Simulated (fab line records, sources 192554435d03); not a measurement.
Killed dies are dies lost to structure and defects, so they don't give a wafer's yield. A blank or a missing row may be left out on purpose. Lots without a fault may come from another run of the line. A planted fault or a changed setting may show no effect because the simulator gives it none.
Split-lot experiment | flow n5_finfet | 7 lots, 21 wafers read, on a route of 1938 steps

THE SPLIT
At N5_GATE_CUT_DESCUM_18 (chemistry O2, time 7 s), the setting time_s was moved away from the recipe's 7 s on 6 of the 21 wafers read, by -16.8% to +20.0%. The other wafers ran this setting at the recipe's value.

FROM THE SPLIT TO THE READING: what the file shows between them, 1 step
- N5_GATE_CUT_ETCH_28: etches underlayer in N2/H2, target depth 13 nm, time 10.4 s

THE READING
CAR-EUV_of_GATE_CUT_COAT_07.thk_nm (the simulator's own value, which no gauge read), in nm, at N5_GATE_CUT_ETCH_36 (etches SiARC in CF4, target depth 13 nm, time 21.7 s). The file gives no usual value for it. The 15 wafers here that ran the recipe average 6.9 nm, standard deviation 0.094 nm.

wafer  | tool, chamber at the split | time_s as run, s | against the recipe | CAR-EUV_of_GATE_CUT_COAT_07.thk_nm, nm | against lot-mates on the recipe
L074.2 | rie_diel-02, 2             | 7                | recipe             | 6.8                                    | -
L074.3 | rie_diel-02, 3             | 7                | recipe             | 7                                      | -
L074.4 | rie_diel-02, 1             | 8.152            | +16.5%             | 6.4                                    | -0.5
L075.4 | rie_diel-02, 0             | 7                | recipe             | 7                                      | -
L075.6 | rie_diel-02, 3             | 7                | recipe             | 7                                      | -
L075.5 | rie_diel-02, 2             | 7                | recipe             | 6.8                                    | -
L078.1 | rie_diel-05, 3             | 7                | recipe             | 6.8                                    | -
L078.2 | rie_diel-05, 2             | 5.821            | -16.8%             | 7.2                                    | +0.4
L078.5 | rie_diel-05, 0             | 5.821            | -16.8%             | 7.4                                    | +0.6
L080.2 | rie_diel-06, 1             | 7                | recipe             | 6.8                                    | -
L080.6 | rie_diel-06, 1             | 7                | recipe             | 6.8                                    | -
L080.5 | rie_diel-06, 0             | 7                | recipe             | 7                                      | -
L086.2 | rie_diel-06, 2             | 7                | recipe             | 7                                      | -
L086.3 | rie_diel-06, 3,1           | 7                | recipe             | 7                                      | -
L086.5 | rie_diel-06, 3,1           | 7                | recipe             | 7                                      | -
L092.1 | rie_diel-06, 0             | 7.695            | +9.9%              | 6.6                                    | -0.4
L092.6 | rie_diel-06, 0             | 7.695            | +9.9%              | 6.6                                    | -0.4
L092.5 | rie_diel-06, 3             | 7                | recipe             | 7                                      | -
L093.1 | rie_diel-02, 1             | 8.403            | +20.0%             | 6.2                                    | -0.8
L093.2 | rie_diel-02, 3             | 7                | recipe             | 7                                      | -
L093.6 | rie_diel-02, 3             | 7                | recipe             | 7                                      | -
Where a row lists several chambers, the file gives one row for several wafers and doesn't say which wafer went through which chamber.

THE FIT
A straight line over all 21 wafers: CAR-EUV_of_GATE_CUT_COAT_07.thk_nm changes by -0.0291 nm for each +1% of time_s; r = -0.93; the points scatter about the line by 0.1 nm.
The same after taking each lot's own level away (the mean of its wafers on the recipe; 21 wafers): -0.0339 nm for each +1%; r = -0.96; scatter 0.081 nm.
On that fit, the largest move of time_s shifts the reading by 0.68 nm.
The lots' own levels span 6.80 to 7.00 nm, that is 2.1 times the standard deviation above.
So the lot-to-lot level changes the slope: the two fits differ.
Check: with one of the wafers moved furthest among these (+20.0%) left out of the fit, the line predicts -0.649 nm for it against its lot-mates. It came out at -0.8 nm against them.

OTHER SPLITS ON THESE WAFERS
These wafers also went through other splits before the reading. Each is held against what the fit with the lots' levels taken away leaves over:
other split on the same wafers | wafers away from the commonest value | r with CAR-EUV_of_GATE_CUT_COAT_07.thk_nm (lot level and that fit taken away)
N5_SDB_STRIP_22 power_w        | 6                                    | +0.43
N5_SDB_CUT_ETCH_26 icp_w       | 3                                    | -0.02
N5_GATE_CUT_EXPOSE_10 dose_mj  | 2                                    | -0.22

THE WHOLE CHAIN: every reading that the file lists as answering this split, in the file's order
step                  | what it does                                                | reading                                                                             | change (the file's fit)                | r (the file's)
N5_GATE_CUT_DESCUM_18 | chemistry O2, time 7 s                                      | CAR-EUV_of_GATE_CUT_COAT_07.thk_nm (the simulator's own value, which no gauge read) | -0.0319 nm for each +1% of the setting | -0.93
N5_GATE_CUT_ETCH_28   | etches underlayer in N2/H2, target depth 13 nm, time 10.4 s | CAR-EUV_of_GATE_CUT_COAT_07.thk_nm (the simulator's own value, which no gauge read) | -0.0373 nm for each +1% of the setting | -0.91
N5_GATE_CUT_ETCH_36   | etches SiARC in CF4, target depth 13 nm, time 21.7 s        | CAR-EUV_of_GATE_CUT_COAT_07.thk_nm (the simulator's own value, which no gauge read) | -0.0348 nm for each +1% of the setting | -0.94

THE FILE'S OWN FIT
CAR-EUV_of_GATE_CUT_COAT_07.thk_nm changes by -0.0348 nm for each +1% of time_s, r = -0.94.
